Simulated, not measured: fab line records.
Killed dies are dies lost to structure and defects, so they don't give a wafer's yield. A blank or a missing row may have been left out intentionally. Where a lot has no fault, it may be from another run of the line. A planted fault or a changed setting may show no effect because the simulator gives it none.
fab line records	flow n5-finfet
record lots=24	wafers=72	last-day=17
route steps=1938 shown BEOL_M15@1774
lots that met no fault: taken from a fault-free run of the same line
start-h: hours from the record's first day to the start of the lot's first wafer shown	wait-h: how many hours have passed since the lot's step before this one	" same as the row above	L1.1+2: several wafers, shown together as one row	- no value, or no start given	* or withheld: withheld	< > ~ a bound
route shown NAME@n: a module of which the file shows steps, and the number in the route of the first	usual: the fault-free wafers' mean and standard deviation	same: alike in all rows	chamber/n: place in a boat	sites: per-site readings	_std_site: the values' standard deviation	_edge_site: outer sites' mean less inner sites'	radius-mm: how far each site lies from the wafer's centre	mask NAME#n: copy n	behind: the tool/chamber that last shaped the wafer	hold: what put the lot on hold/how long, in hours/how the hold closed	device: which transistor (n, p or np) failed to switch	end of line: tests of these same wafers at the route's end	step lacking rows: just its recipe	killed: dies that structure and defects cost at the first sort, which is not the same as the wafer's yield	map: per-die view of a wafer (x killed, . not killed, _ where there is no die)
set.NAME: the setting the step ran with; set.NAME@STEP: the setting that earlier step ran with	model.NAME: the simulator's own value behind a step, which no gauge read
one table for each step of the route and one row for each wafer, over a sample of lots
services: from which hour (start-h, from the record's first day; less than 0 if before it) a tool's chamber was out of use, for how many hours, and why
## steps
# step N5_BEOL_M15_THK_MEAS_01
# recipe reads=SiO2_of_BEOL_M15_ILD_DEP_00
# usual M15_ILD_THK=1641/22
lot.wafer	tool	chamber	start-h	wait-h	M15_ILD_THK[nm]
L076.3	film-metro-01	-	261.13	0.1	1643
L076.5	"	-	"	"	1673
L076.6	"	-	"	"	1645
L075.1	film-metro-02	-	265.25	0.2	1657
L075.2	"	-	"	"	1622
L075.5	"	-	"	"	1643
L074.2	film-metro-02	-	267.87	0.3	1630
L074.4	"	-	"	"	1612
L074.5	"	-	"	"	1666
L077.2	film-metro-02	-	272.60	0.3	1621
L077.3	"	-	"	"	1675
L077.4	"	-	"	"	1646
L078.2	film-metro-01	-	280.87	0.3	1662
L078.3	"	-	"	"	1655
L078.4	"	-	"	"	1676
L079.2	film-metro-02	-	282.44	0.1	1639
L079.3	"	-	"	"	1669
L079.6	"	-	"	"	1654
L080.3	film-metro-02	-	291.49	0.1	1673
L080.4	"	-	"	"	1684
L080.6	"	-	"	"	1657
L082.1	film-metro-01	-	294.45	0.2	1617
L082.2	"	-	"	"	1621
L082.3	"	-	"	"	1639
L081.3	film-metro-01	-	299.13	0.1	1632
L081.4	"	-	"	"	1617
L081.6	"	-	"	"	1644
L083.2	film-metro-02	-	305.06	0.1	1624
L083.5	"	-	"	"	1665
L083.6	"	-	"	"	1662
L084.2	film-metro-02	-	305.16	0.1	1636
L084.3	"	-	"	"	1588
L084.4	"	-	"	"	1639
L085.1	film-metro-02	-	330.53	0.1	1639
L085.4	"	-	"	"	1678
L085.5	"	-	"	"	1658
L086.1	film-metro-02	-	335.67	0.1	1627
L086.2	"	-	"	"	1650
L086.6	"	-	"	"	1662
L088.2	film-metro-01	-	341.48	0.1	1647
L088.5	"	-	"	"	1640
L088.6	"	-	"	"	1668
L087.1	film-metro-02	-	344.94	0.1	1620
L087.2	"	-	"	"	1621
L087.4	"	-	"	"	1645
L089.1	film-metro-01	-	349.18	0.1	1634
L089.4	"	-	"	"	1656
L089.6	"	-	"	"	1666
L090.1	film-metro-02	-	354.55	0.1	1630
L090.3	"	-	"	"	1628
L090.5	"	-	"	"	1651
L091.2	film-metro-02	-	360.40	0.1	1601
L091.4	"	-	"	"	1655
L091.6	"	-	"	"	1614
L092.2	film-metro-01	-	366.97	0.1	1630
L092.4	"	-	"	"	1672
L092.6	"	-	"	"	1608
L094.1	film-metro-01	-	376.64	0.1	1652
L094.5	"	-	"	"	1653
L094.6	"	-	"	"	1633
L093.2	film-metro-02	-	378.29	0.1	1641
L093.3	"	-	"	"	1632
L093.5	"	-	"	"	1641
L095.1	film-metro-01	-	389.72	0.1	1617
L095.2	"	-	"	"	1642
L095.5	"	-	"	"	1653
L097.3	film-metro-02	-	391.02	0.1	1637
L097.5	"	-	"	"	1675
L097.6	"	-	"	"	1661
L096.2	film-metro-02	-	391.46	0.1	1624
L096.4	"	-	"	"	1651
L096.6	"	-	"	"	1625
# step N5_BEOL_M15_ETCH_59
# recipe chemistry=N2/H2	target=BARC	target-depth-a=890	overetch-a=267	time-s=67.9	ion-energy-ev=200	pressure-mtorr=30	source-w=840	bias-w=150	n2-flow-sccm=200	h2-flow-sccm=200
# usual drypump-motor-current-A=5.9/0.47	oes-product-au=0.69/0.058	rf-vpp-V=523.5/2.3	showerhead-plenum-p-Torr=2.53/0.076	throttle-valve-pct=17.8/0.32
lot.wafer	tool	chamber	start-h	wait-h	drypump-motor-current-A	oes-product-au	rf-hours-counter-h	rf-vpp-V	showerhead-plenum-p-Torr	throttle-valve-pct
L076.3	rie-diel-03	1	261.55	0.0	5.6	0.62	200	520.7	2.38	17.9
L076.5	"	2	"	"	6.6	0.75	-	522.8	2.57	17.4
L076.6	"	1	"	"	5.7	0.62	-	521.0	2.38	17.9
L075.1	rie-diel-06	3	265.80	0.0	5.4	0.73	61	528.3	2.68	17.5
L075.2	"	0	"	"	6.0	0.68	104	523.7	2.58	18.1
L075.5	"	3	"	"	5.4	0.73	-	527.9	2.68	17.5
L074.2	rie-diel-03	0	268.42	0.0	6.2	0.79	27	521.6	2.50	17.5
L074.4	"	3	"	"	5.7	0.58	242	525.6	2.61	18.2
L074.5	"	1	"	"	5.7	0.62	-	519.6	2.38	17.9
L077.2	rie-diel-06	2	273.03	0.0	5.3	0.64	190	524.9	2.54	18.3
L077.3	"	3	"	"	5.4	0.72	64	528.8	2.68	17.5
L077.4	"	0	"	"	6.0	0.68	-	523.4	2.57	18.1
L078.2	rie-diel-02	3	281.83	0.0	5.3	0.68	83	521.4	2.46	17.6
L078.3	"	2	"	"	6.1	0.78	26	523.1	2.52	18.2
L078.4	"	1	"	"	6.6	0.66	121	523.7	2.55	17.7
L079.2	rie-diel-06	2	282.99	0.0	5.3	0.63	194	524.7	2.54	18.4
L079.3	"	1	"	"	5.5	0.74	38	523.1	2.50	17.8
L079.6	"	3	"	"	5.4	0.71	-	527.3	2.68	17.5
L080.3	rie-diel-03	2	292.04	0.0	6.6	0.75	46	524.2	2.56	17.4
L080.4	"	2	"	"	6.6	0.75	-	524.5	2.56	17.4
L080.6	"	1	"	"	5.7	0.62	-	521.6	2.38	17.9
L082.1	rie-diel-06	3	295.00	0.0	5.4	0.72	71	527.8	2.67	17.5
L082.2	"	1	"	"	5.5	0.74	41	521.5	2.49	17.8
L082.3	"	0	"	"	6.1	0.68	113	524.4	2.57	18.1
L081.3	rie-diel-06	0	299.64	0.0	6.0	0.67	115	524.8	2.57	18.1
L081.4	"	2	"	"	5.4	0.62	199	524.7	2.54	18.3
L081.6	"	3	"	"	5.4	0.71	-	528.2	2.67	17.5
L083.2	rie-diel-03	1	305.61	0.0	5.7	0.62	214	520.3	2.38	17.9
L083.5	"	2	"	"	6.6	0.75	-	525.3	2.56	17.4
L083.6	"	1	"	"	5.7	0.62	-	520.9	2.38	17.9
L084.2	rie-diel-02	3	305.77	0.0	5.2	0.68	91	520.5	2.46	17.6
L084.3	"	2	"	"	6.1	0.76	34	522.6	2.52	18.2
L084.4	"	1	"	"	6.6	0.67	129	523.1	2.55	17.7
L085.1	rie-diel-03	1	330.99	0.0	5.7	0.61	221	520.9	2.38	17.9
L085.4	"	2	"	"	6.6	0.73	58	525.3	2.56	17.4
L085.5	"	0	"	"	6.2	0.76	-	522.6	2.49	17.6
L086.1	rie-diel-03	1	336.10	0.0	5.7	0.61	223	521.0	2.38	17.9
L086.2	"	0	"	"	6.2	0.75	49	522.8	2.49	17.6
L086.6	"	0	"	"	6.2	0.75	-	523.3	2.49	17.5
L088.2	rie-diel-06	1	342.11	0.0	5.5	0.73	54	522.2	2.49	17.8
L088.5	"	3	"	"	5.4	0.70	-	528.4	2.67	17.5
L088.6	"	2	"	"	5.4	0.62	-	522.6	2.53	18.4
L087.1	rie-diel-03	2	345.49	0.0	6.6	0.73	62	525.2	2.56	17.4
L087.2	"	0	"	"	6.2	0.75	52	522.3	2.49	17.6
L087.4	"	1	"	"	5.7	0.60	226	518.5	2.37	17.9
L089.1	rie-diel-06	1	349.73	0.0	5.5	0.73	56	522.6	2.49	17.8
L089.4	"	2	"	"	5.4	0.62	213	523.7	2.53	18.4
L089.6	"	0	"	"	6.0	0.67	-	523.4	2.57	18.1
L090.1	rie-diel-02	2	355.01	0.0	6.1	0.74	50	522.8	2.51	18.2
L090.3	"	3	"	"	5.3	0.67	107	520.4	2.45	17.7
L090.5	"	3	"	"	5.3	0.67	-	520.9	2.45	17.7
L091.2	rie-diel-02	2	361.02	0.0	6.2	0.73	52	522.5	2.51	18.2
L091.4	"	1	"	"	6.6	0.66	147	524.1	2.54	17.7
L091.6	"	3	"	"	5.3	0.67	-	520.7	2.45	17.7
L092.2	rie-diel-02	3	367.48	0.0	5.3	0.66	111	521.6	2.45	17.6
L092.4	"	0	"	"	6.3	0.78	14	525.0	2.58	17.1
L092.6	"	3	"	"	5.2	0.66	-	520.3	2.45	17.7
L094.1	rie-diel-02	1	377.54	0.0	6.6	0.65	154	524.1	2.54	17.7
L094.5	"	2	"	"	6.1	0.72	-	522.2	2.51	18.2
L094.6	"	1	"	"	6.6	0.64	-	522.3	2.54	17.7
L093.2	rie-diel-02	3	378.79	0.0	5.3	0.66	116	522.6	2.45	17.7
L093.3	"	1	"	"	6.6	0.64	155	524.2	2.54	17.7
L093.5	"	2	"	"	6.1	0.73	-	523.9	2.51	18.2
L095.1	rie-diel-03	0	390.28	0.0	6.2	0.73	68	522.4	2.48	17.6
L095.2	"	3	"	"	5.7	0.76	25	526.7	2.60	17.8
L095.5	"	1	"	"	5.7	0.60	-	520.0	2.37	18.0
L097.3	rie-diel-06	0	391.71	0.0	6.1	0.66	137	523.6	2.56	18.1
L097.5	"	1	"	"	5.5	0.72	-	522.6	2.48	17.8
L097.6	"	0	"	"	6.1	0.66	-	524.0	2.56	18.1
L096.2	rie-diel-02	3	391.89	0.0	5.3	0.66	124	520.8	2.45	17.7
L096.4	"	3	"	"	5.3	0.66	-	520.9	2.45	17.7
L096.6	"	2	"	"	6.1	0.72	-	523.3	2.50	18.3
# step N5_BEOL_M15_DESCUM_33
# recipe chemistry=O2	time-s=7.9	source-power-w=50	bias-power-w=20	pressure-mtorr=20	rf-frequency-hz=2.712e+07	temp-c=40	o2-flow-sccm=225
# usual drypump-motor-current-A=5.8/0.46	oes-product-au=0.81/0.073	rf-vpp-V=243.0/1.2	showerhead-plenum-p-Torr=2.08/0.065	throttle-valve-pct=20.41/0.26
lot.wafer	tool	chamber	start-h	wait-h	drypump-motor-current-A	oes-product-au	rf-hours-counter-h	rf-vpp-V	showerhead-plenum-p-Torr	throttle-valve-pct
L076.3	rie-diel-06	3	263.27	0.2	5.4	0.87	60	244.5	2.22	20.29
L076.5	"	1	"	"	5.5	0.90	-	242.6	2.04	20.22
L076.6	"	2	"	"	5.3	0.73	-	243.0	2.08	20.76
L075.1	rie-diel-06	2	267.35	0.0	5.4	0.73	188	242.6	2.08	20.75
L075.2	"	3	"	"	5.4	0.86	62	244.1	2.22	20.29
L075.5	"	2	"	"	5.4	0.73	-	243.6	2.08	20.75
L074.2	rie-diel-02	1	270.02	0.0	6.6	0.76	118	244.5	2.11	20.26
L074.4	"	0	"	"	6.2	0.68	239	242.7	2.15	20.27
L074.5	"	2	"	"	6.1	0.92	-	243.3	2.05	20.35
L077.2	rie-diel-02	2	274.59	0.0	6.2	0.92	24	241.3	2.05	20.35
L077.3	"	1	"	"	6.7	0.77	119	243.4	2.11	20.25
L077.4	"	3	"	"	5.2	0.80	82	241.3	2.02	20.22
L078.2	rie-diel-06	3	283.36	0.1	5.4	0.86	67	244.7	2.22	20.29
L078.3	"	0	"	"	6.1	0.80	110	243.4	2.13	20.76
L078.4	"	2	"	"	5.3	0.72	194	242.9	2.08	20.76
L079.2	rie-diel-03	2	284.70	0.1	6.6	0.88	44	242.9	2.14	20.27
L079.3	"	0	"	"	6.2	0.90	34	242.7	2.04	19.95
L079.6	"	1	"	"	5.6	0.72	-	242.1	1.98	20.71
L080.3	rie-diel-02	1	293.63	0.0	6.7	0.76	126	244.8	2.11	20.27
L080.4	"	2	"	"	6.1	0.90	31	241.9	2.04	20.38
L080.6	"	2	"	"	6.1	0.90	-	241.8	2.04	20.37
L082.1	rie-diel-06	2	296.43	0.0	5.4	0.72	198	242.7	2.07	20.76
L082.2	"	1	"	"	5.5	0.90	41	240.5	2.04	20.23
L082.3	"	0	"	"	6.1	0.80	114	243.2	2.13	20.75
L081.3	rie-diel-06	0	301.19	0.0	6.1	0.80	115	242.8	2.13	20.77
L081.4	"	2	"	"	5.4	0.72	199	243.0	2.07	20.76
L081.6	"	3	"	"	5.4	0.85	-	243.4	2.22	20.33
L083.2	rie-diel-02	2	307.50	0.3	6.1	0.89	35	243.5	2.04	20.38
L083.5	"	2	"	"	6.1	0.89	-	243.6	2.04	20.37
L083.6	"	3	"	"	5.3	0.80	-	241.1	2.02	20.26
L084.2	rie-diel-03	1	307.55	0.2	5.7	0.72	215	241.5	1.98	20.72
L084.3	"	0	"	"	6.2	0.89	41	242.3	2.04	19.94
L084.4	"	0	"	"	6.2	0.89	-	242.6	2.04	19.95
L085.1	rie-diel-06	2	332.90	0.4	5.4	0.71	208	242.5	2.07	20.78
L085.4	"	3	"	"	5.4	0.84	82	245.1	2.22	20.31
L085.5	"	1	"	"	5.5	0.87	-	242.8	2.04	20.24
L086.1	rie-diel-06	1	337.65	0.0	5.5	0.88	52	241.2	2.04	20.24
L086.2	"	2	"	"	5.3	0.71	209	243.3	2.07	20.78
L086.6	"	0	"	"	6.0	0.79	-	243.3	2.12	20.78
L088.2	rie-diel-02	2	343.68	0.2	6.1	0.86	46	241.1	2.04	20.41
L088.5	"	3	"	"	5.2	0.79	-	242.2	2.02	20.26
L088.6	"	0	"	"	6.2	0.95	-	243.4	2.15	19.86
L087.1	rie-diel-03	1	347.22	0.1	5.7	0.71	227	242.1	1.97	20.74
L087.2	"	3	"	"	5.7	0.93	11	244.1	2.15	20.35
L087.4	"	0	"	"	6.2	0.89	52	242.0	2.04	19.95
L089.1	rie-diel-03	3	351.40	0.2	5.7	0.92	12	244.0	2.15	20.35
L089.4	"	0	"	"	6.3	0.89	54	242.9	2.03	19.95
L089.6	"	0	"	"	6.2	0.89	-	243.5	2.03	19.96
L090.1	rie-diel-03	0	356.44	0.0	6.2	0.88	56	241.6	2.03	19.95
L090.3	"	1	"	"	5.7	0.72	231	241.2	1.97	20.74
L090.5	"	3	"	"	5.7	0.92	-	244.6	2.15	20.37
L091.2	rie-diel-06	2	362.68	0.3	5.4	0.71	216	244.2	2.07	20.80
L091.4	"	1	"	"	5.5	0.87	60	242.7	2.03	20.26
L091.6	"	1	"	"	5.5	0.87	-	242.4	2.03	20.26
L092.2	rie-diel-06	0	369.13	0.0	6.1	0.78	134	243.6	2.12	20.79
L092.4	"	1	"	"	5.5	0.87	62	242.1	2.03	20.27
L092.6	"	1	"	"	5.5	0.86	-	242.5	2.03	20.27
L094.1	rie-diel-02	3	379.32	0.3	5.3	0.77	117	242.5	2.01	20.26
L094.5	"	2	"	"	6.1	0.85	-	242.4	2.03	20.43
L094.6	"	3	"	"	5.2	0.78	-	241.5	2.01	20.28
L093.2	rie-diel-03	2	380.65	0.3	6.6	0.85	75	243.7	2.13	20.31
L093.3	"	0	"	"	6.2	0.87	64	242.2	2.03	19.97
L093.5	"	2	"	"	6.6	0.86	-	243.1	2.13	20.30
L095.1	rie-diel-06	1	392.09	0.2	5.5	0.85	65	242.2	2.03	20.27
L095.2	"	3	"	"	5.4	0.82	95	246.1	2.21	20.34
L095.5	"	2	"	"	5.3	0.70	-	241.3	2.07	20.81
L097.3	rie-diel-02	3	393.32	0.0	5.3	0.75	125	241.7	2.01	20.28
L097.5	"	3	"	"	5.2	0.77	-	241.1	2.01	20.28
L097.6	"	2	"	"	6.1	0.84	-	243.6	2.03	20.45
L096.2	rie-diel-06	1	393.52	0.0	5.5	0.86	66	242.1	2.03	20.28
L096.4	"	2	"	"	5.4	0.70	222	243.5	2.07	20.81
L096.6	"	3	"	"	5.4	0.82	-	245.6	2.21	20.34
# step N5_BEOL_M15_ETCH_61
# recipe chemistry=N2/H2	target=BARC	target-depth-a=890	overetch-a=267	time-s=67.9	ion-energy-ev=200	pressure-mtorr=30	source-w=840	bias-w=150	n2-flow-sccm=200	h2-flow-sccm=200
# usual drypump-motor-current-A=5.8/0.46	oes-product-au=0.69/0.056	rf-vpp-V=523.4/2.1	showerhead-plenum-p-Torr=2.53/0.07	throttle-valve-pct=17.8/0.31
lot.wafer	tool	chamber	start-h	wait-h	drypump-motor-current-A	oes-product-au	rf-hours-counter-h	rf-vpp-V	showerhead-plenum-p-Torr	throttle-valve-pct
L076.3	rie-diel-06	3	263.30	0.0	5.4	0.72	60	527.6	2.68	17.5
L076.5	"	1	"	"	5.5	0.75	-	521.7	2.50	17.8
L076.6	"	2	"	"	5.3	0.63	-	524.1	2.54	18.3
L075.1	rie-diel-06	2	267.39	0.0	5.4	0.63	188	522.8	2.54	18.3
L075.2	"	3	"	"	5.4	0.73	62	528.4	2.68	17.5
L075.5	"	2	"	"	5.4	0.64	-	524.0	2.54	18.3
L074.2	rie-diel-02	1	270.05	0.0	6.6	0.67	118	524.2	2.55	17.7
L074.4	"	0	"	"	6.3	0.57	239	525.2	2.59	17.6
L074.5	"	2	"	"	6.2	0.78	-	522.8	2.52	18.2
L077.2	rie-diel-02	2	274.63	0.0	6.1	0.77	24	523.3	2.52	18.2
L077.3	"	1	"	"	6.6	0.67	119	523.5	2.55	17.7
L077.4	"	3	"	"	5.2	0.69	82	521.7	2.46	17.6
L078.2	rie-diel-06	3	283.40	0.0	5.4	0.72	67	528.4	2.68	17.5
L078.3	"	0	"	"	6.0	0.67	110	523.9	2.57	18.1
L078.4	"	2	"	"	5.3	0.63	194	522.4	2.54	18.4
L079.2	rie-diel-03	2	284.74	0.0	6.6	0.75	44	525.3	2.56	17.4
L079.3	"	0	"	"	6.2	0.77	34	522.7	2.49	17.5
L079.6	"	1	"	"	5.7	0.62	-	520.4	2.38	17.9
L080.3	rie-diel-02	1	293.66	0.0	6.6	0.66	126	525.0	2.55	17.7
L080.4	"	2	"	"	6.2	0.76	31	520.8	2.52	18.2
L080.6	"	2	"	"	6.2	0.77	-	521.1	2.52	18.2
L082.1	rie-diel-06	2	296.46	0.0	5.4	0.62	198	522.4	2.54	18.4
L082.2	"	1	"	"	5.5	0.75	41	521.1	2.49	17.8
L082.3	"	0	"	"	6.0	0.67	114	524.8	2.57	18.1
L081.3	rie-diel-06	0	301.22	0.0	6.1	0.67	115	525.7	2.57	18.1
L081.4	"	2	"	"	5.4	0.63	199	524.1	2.54	18.4
L081.6	"	3	"	"	5.4	0.71	-	526.3	2.67	17.5
L083.2	rie-diel-02	2	307.54	0.0	6.1	0.77	35	522.2	2.52	18.2
L083.5	"	2	"	"	6.1	0.76	-	521.4	2.52	18.2
L083.6	"	3	"	"	5.3	0.68	-	521.3	2.46	17.6
L084.2	rie-diel-03	1	307.59	0.0	5.6	0.62	215	521.0	2.38	17.9
L084.3	"	0	"	"	6.2	0.75	41	522.0	2.49	17.5
L084.4	"	0	"	"	6.2	0.76	-	523.0	2.49	17.5
L085.1	rie-diel-06	2	332.93	0.0	5.3	0.62	208	522.7	2.53	18.4
L085.4	"	3	"	"	5.4	0.70	82	527.8	2.67	17.5
L085.5	"	1	"	"	5.5	0.74	-	522.8	2.49	17.8
L086.1	rie-diel-06	1	337.68	0.0	5.5	0.74	52	522.1	2.49	17.8
L086.2	"	2	"	"	5.4	0.62	209	523.1	2.53	18.4
L086.6	"	0	"	"	6.1	0.67	-	524.1	2.57	18.1
L088.2	rie-diel-02	2	343.71	0.0	6.1	0.75	46	522.1	2.51	18.2
L088.5	"	3	"	"	5.3	0.67	-	523.4	2.46	17.7
L088.6	"	0	"	"	6.3	0.79	-	524.8	2.58	17.1
L087.1	rie-diel-03	1	347.25	0.0	5.7	0.61	227	520.1	2.37	18.0
L087.2	"	3	"	"	5.7	0.78	11	524.5	2.60	17.8
L087.4	"	0	"	"	6.2	0.74	52	520.5	2.49	17.6
L089.1	rie-diel-03	3	351.43	0.0	5.7	0.79	12	526.4	2.60	17.8
L089.4	"	0	"	"	6.2	0.75	54	522.0	2.49	17.6
L089.6	"	0	"	"	6.2	0.74	-	521.7	2.49	17.6
L090.1	rie-diel-03	0	356.47	0.0	6.2	0.74	56	521.3	2.48	17.6
L090.3	"	1	"	"	5.7	0.60	231	520.6	2.37	18.0
L090.5	"	3	"	"	5.7	0.77	-	525.5	2.60	17.8
L091.2	rie-diel-06	2	362.72	0.0	5.3	0.62	217	523.3	2.53	18.4
L091.4	"	1	"	"	5.5	0.72	60	521.7	2.49	17.8
L091.6	"	1	"	"	5.5	0.72	-	522.2	2.49	17.8
L092.2	rie-diel-06	0	369.17	0.0	6.1	0.66	134	523.5	2.56	18.1
L092.4	"	1	"	"	5.5	0.72	62	521.3	2.49	17.8
L092.6	"	1	"	"	5.5	0.72	-	522.2	2.49	17.8
L094.1	rie-diel-02	3	379.36	0.0	5.3	0.66	117	520.2	2.45	17.7
L094.5	"	2	"	"	6.1	0.73	-	524.3	2.51	18.2
L094.6	"	3	"	"	5.2	0.66	-	521.1	2.45	17.7
L093.2	rie-diel-03	2	380.69	0.0	6.6	0.72	75	524.0	2.55	17.5
L093.3	"	0	"	"	6.2	0.73	64	521.3	2.48	17.6
L093.5	"	2	"	"	6.6	0.71	-	524.2	2.55	17.4
L095.1	rie-diel-06	1	392.12	0.0	5.5	0.71	65	521.6	2.48	17.8
L095.2	"	3	"	"	5.4	0.69	95	529.1	2.66	17.5
L095.5	"	2	"	"	5.4	0.61	-	522.4	2.53	18.4
L097.3	rie-diel-02	3	393.35	0.0	5.3	0.66	125	522.1	2.45	17.7
L097.5	"	3	"	"	5.3	0.66	-	521.5	2.45	17.7
L097.6	"	2	"	"	6.1	0.71	-	521.9	2.50	18.3
L096.2	rie-diel-06	1	393.56	0.0	5.5	0.71	66	522.9	2.48	17.8
L096.4	"	2	"	"	5.4	0.61	222	524.1	2.53	18.4
L096.6	"	3	"	"	5.4	0.69	-	527.4	2.66	17.5
# step N5_BEOL_M15_SPUTTER_45
# recipe material=Cu	target-thk-a=1000	temp-c=-20	bias-v=60	power-w=26000	chamber-pressure-pa=0.13	time-s=16.67
# usual throttle-valve-pct=29.7/1
lot.wafer	tool	chamber	start-h	wait-h	throttle-valve-pct
L076.3	pvd-sputter-01	-	264.95	0.0	31.6
L076.5	"	-	"	"	29.7
L076.6	"	-	"	"	31.1
L075.1	pvd-sputter-02	-	270.43	0.0	29.9
L075.2	"	-	"	"	29.7
L075.5	"	-	"	"	31.0
L074.2	pvd-sputter-03	-	274.09	0.0	30.2
L074.4	"	-	"	"	30.1
L074.5	"	-	"	"	28.9
L077.2	pvd-sputter-03	-	275.63	0.0	29.6
L077.3	"	-	"	"	28.6
L077.4	"	-	"	"	29.8
L078.2	pvd-sputter-01	-	285.00	0.0	29.4
L078.3	"	-	"	"	29.8
L078.4	"	-	"	"	30.7
L079.2	pvd-sputter-03	-	292.00	0.0	28.7
L079.3	"	-	"	"	30.0
L079.6	"	-	"	"	30.3
L080.3	pvd-sputter-02	-	298.42	0.0	30.8
L080.4	"	-	"	"	29.6
L080.6	"	-	"	"	31.4
L082.1	pvd-sputter-02	-	299.83	0.0	27.8
L082.2	"	-	"	"	29.4
L082.3	"	-	"	"	30.9
L081.3	pvd-sputter-03	-	304.03	0.0	29.9
L081.4	"	-	"	"	30.2
L081.6	"	-	"	"	28.8
L083.2	pvd-sputter-02	-	310.77	0.0	29.4
L083.5	"	-	"	"	29.6
L083.6	"	-	"	"	27.8
L084.2	pvd-sputter-02	-	311.63	0.0	29.6
L084.3	"	-	"	"	29.6
L084.4	"	-	"	"	31.1
L085.1	pvd-sputter-01	-	335.31	0.0	30.0
L085.4	"	-	"	"	29.1
L085.5	"	-	"	"	29.8
L086.1	pvd-sputter-01	-	339.33	0.0	29.3
L086.2	"	-	"	"	31.5
L086.6	"	-	"	"	31.9
L088.2	pvd-sputter-01	-	346.97	0.0	29.7
L088.5	"	-	"	"	31.8
L088.6	"	-	"	"	29.1
L087.1	pvd-sputter-02	-	350.60	0.0	31.1
L087.2	"	-	"	"	29.4
L087.4	"	-	"	"	27.6
L089.1	pvd-sputter-02	-	352.82	0.0	29.6
L089.4	"	-	"	"	31.1
L089.6	"	-	"	"	27.8
L090.1	pvd-sputter-02	-	357.94	0.0	31.0
L090.3	"	-	"	"	29.4
L090.5	"	-	"	"	28.2
L091.2	pvd-sputter-03	-	364.97	0.0	29.4
L091.4	"	-	"	"	28.8
L091.6	"	-	"	"	28.8
L092.2	pvd-sputter-02	-	370.99	0.0	29.9
L092.4	"	-	"	"	29.5
L092.6	"	-	"	"	31.0
L094.1	pvd-sputter-03	-	382.16	0.0	28.7
L094.5	"	-	"	"	28.9
L094.6	"	-	"	"	30.0
L093.2	pvd-sputter-02	-	382.64	0.0	29.6
L093.3	"	-	"	"	28.1
L093.5	"	-	"	"	27.9
L097.3	pvd-sputter-03	-	397.96	0.0	29.9
L097.5	"	-	"	"	29.7
L097.6	"	-	"	"	28.8
L096.2	pvd-sputter-02	-	397.99	0.0	30.8
L096.4	"	-	"	"	29.4
L096.6	"	-	"	"	30.9
L095.1	pvd-sputter-02	-	398.31	0.0	29.4
L095.2	"	-	"	"	28.0
L095.5	"	-	"	"	31.0
# step N5_BEOL_M15_THK_MEAS_50
# recipe thk-meas-gauge=xrf	reads=Cu_of_BEOL_M15_ECD_47
# usual M15_THK=832/26
lot.wafer	tool	chamber	start-h	wait-h	M15_THK[nm]
L076.3	film-metro-01	-	266.06	-	828
L076.5	"	-	"	"	872
L076.6	"	-	"	"	789
L075.1	film-metro-01	-	271.38	-	785
L075.2	"	-	"	"	826
L075.5	"	-	"	"	790
L074.2	film-metro-01	-	275.04	-	803
L074.4	"	-	"	"	803
L074.5	"	-	"	"	823
L077.2	film-metro-02	-	277.22	-	836
L077.3	"	-	"	"	811
L077.4	"	-	"	"	834
L078.2	film-metro-01	-	285.97	0.2	831
L078.3	"	-	"	"	854
L078.4	"	-	"	"	787
L079.2	film-metro-01	-	293.61	-	822
L079.3	"	-	"	"	824
L079.6	"	-	"	"	831
L080.3	film-metro-01	-	299.37	-	803
L080.4	"	-	"	"	829
L080.6	"	-	"	"	829
L082.1	film-metro-02	-	300.78	-	800
L082.2	"	-	"	"	880
L082.3	"	-	"	"	859
L081.3	film-metro-02	-	304.99	-	876
L081.4	"	-	"	"	807
L081.6	"	-	"	"	862
L083.2	film-metro-02	-	311.72	-	828
L083.5	"	-	"	"	823
L083.6	"	-	"	"	819
L084.2	film-metro-01	-	313.14	-	823
L084.3	"	-	"	"	830
L084.4	"	-	"	"	824
L085.1	film-metro-02	-	336.26	-	778
L085.4	"	-	"	"	820
L085.5	"	-	"	"	865
L086.1	film-metro-01	-	340.73	-	862
L086.2	"	-	"	"	776
L086.6	"	-	"	"	867
L088.2	film-metro-01	-	347.92	-	818
L088.5	"	-	"	"	831
L088.6	"	-	"	"	835
L087.1	film-metro-01	-	351.56	-	844
L087.2	"	-	"	"	840
L087.4	"	-	"	"	852
L089.1	film-metro-02	-	353.91	-	817
L089.4	"	-	"	"	826
L089.6	"	-	"	"	832
L090.1	film-metro-01	-	359.10	-	847
L090.3	"	-	"	"	849
L090.5	"	-	"	"	842
L091.2	film-metro-01	-	365.99	-	787
L091.4	"	-	"	"	886
L091.6	"	-	"	"	875
L092.2	film-metro-02	-	371.94	-	861
L092.4	"	-	"	"	882
L092.6	"	-	"	"	869
L094.1	film-metro-01	-	383.29	-	816
L094.5	"	-	"	"	819
L094.6	"	-	"	"	819
L093.2	film-metro-01	-	383.60	-	830
L093.3	"	-	"	"	833
L093.5	"	-	"	"	820
L097.3	film-metro-01	-	398.92	-	803
L097.5	"	-	"	"	808
L097.6	"	-	"	"	810
L096.2	film-metro-01	-	398.94	-	870
L096.4	"	-	"	"	781
L096.6	"	-	"	"	846
L095.1	film-metro-02	-	399.26	-	859
L095.2	"	-	"	"	833
L095.5	"	-	"	"	774
## services
tool	chamber	start-h	hours	kind
rie-diel-06	1	268.83	5.7	repair
rie-diel-03	0	288.35	3.7	repair
rie-diel-03	3	298.09	-	clean
rie-diel-03	3	298.09	-	consumable-replace:focus-ring
rie-diel-03	3	298.09	12.6	scheduled-down
rie-diel-03	3	298.09	12.6	vent-cycle
rie-diel-02	0	307.50	-	clean
rie-diel-02	0	307.50	-	consumable-replace:focus-ring
rie-diel-06	-	351.47	2.8	pm
pvd-sputter-03	-	355.57	0.7	repair
pvd-sputter-02	-	365.16	1.1	repair
rie-diel-06	-	371.00	14.6	pm
rie-diel-02	0	376.49	31.0	repair
pvd-sputter-03	-	378.37	1.7	repair
pvd-sputter-01	-	391.20	6.7	repair
## key
fault none
